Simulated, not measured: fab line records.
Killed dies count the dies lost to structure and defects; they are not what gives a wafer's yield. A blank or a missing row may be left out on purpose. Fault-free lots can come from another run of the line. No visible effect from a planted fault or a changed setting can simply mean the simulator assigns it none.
Code-filled problem report in 8D (eight disciplines) form / flow nandHarc / the parts of the form that need people (team, actions taken, sign-off) are left out

== 1. THE PROBLEM ==
thkNm at NHARC_A_ONON_D1_THK_MEAS_08 reads a mean of 1882 nm on 5 wafers of 3 lots; wafers without a fault read 998 nm with a standard deviation of 9.7. That is +91 standard deviations from the usual mean.
The step: measures by ellipsometry.
First observed at day 12 02:26: wafer L895.1, on filmMetro-01. The record holds 39 wafers of 14 lots with a number at this step. Rule for "out", or "out of limits": more than 4 standard deviations from the usual mean. All remaining wafers that have a number are taken as sound.

== 2. WHAT IT IS, AND WHAT IT ISN'T ==
question=which readings at this step | is=thkNm | is not=-
question=which lots | is=L895, L897, L898 | is not=L877, L878, L879, L880, L883, L884, L885, L887, L890, L891, L899
question=which wafers of those lots | is=L895.1, L895.5, L897.1, L897.5, L898.1 | is not=L898.6
question=read on which gauges | is=filmMetro-01, filmMetro-02 | is not=-
question=when | is=from day 12 02:26 | is not=up to then (30 sound wafers); but 4 sound wafers of L898, L899 came after

== 3. WHAT RULES OUT EACH SUSPECT ==
Counting: if a tool at a process step up to the reading ran every lot that is out, it stays a suspect. Sound lots after the first of them don't rule it out here, since some wafers of a struck lot are sound.
- ruled out: the gauge at NHARC_A_ONON_D1_THK_MEAS_08. The wafers that are out were read on 2 gauges (filmMetro-01, filmMetro-02).
- pecvdOnon-02 at NHARC_A_ONON_D1_DEP_06 (target thk 1000 nm): kept. Every lot that is out went through it, the first being L895 (day 12 01:56); the last sound lot it ran before that was L887 (day 10 15:52).
Remaining after the count: pecvdOnon-02 at NHARC_A_ONON_D1_DEP_06.

== 4. THE CAUSE (what the simulator had put in) ==
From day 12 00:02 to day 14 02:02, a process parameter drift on pecvdOnon-02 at NHARC_A_ONON_D1_DEP_06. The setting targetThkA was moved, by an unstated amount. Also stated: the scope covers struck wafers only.
This tool alone remained once counting was done.

== 5. THE CHAIN OF EFFECTS, in route order ==
Rows list readings where the struck wafers' mean (over those with a number) sits beyond 3 standard deviations from the usual. Scope: only readings with a usual standard deviation given in the record; hours: median across lots of the time from each lot's start at the first step in this table that gives one to its start at this step; sigmas: change in usual standard deviations.
hours=0; step=NHARC_A_ONON_D1_THK_MEAS_08; reading=thkNm; usual=998 nm; on struck wafers=1882; change=+884; sigmas=+91
hours=318; step=NHARC_END_SORT_01; reading=killedAtArray; usual=28; on struck wafers=674; change=+646; sigmas=+71
hours=318; step=NHARC_END_SORT_01; reading=killedDies; usual=32; on struck wafers=677; change=+645; sigmas=+72

== 6. WHAT WOULD HAVE CAUGHT IT SOONER ==
Counted from the fault's start at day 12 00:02, it took 2 hours until the first out-of-limits reading at a measuring or inspecting step in this record, taken at day 12 02:26.
Of the lots that are out (3), L897, L898 began NHARC_A_ONON_D1_DEP_06 on pecvdOnon-02 after day 12 02:26. A hold on the tool at that time would have spared those 2.
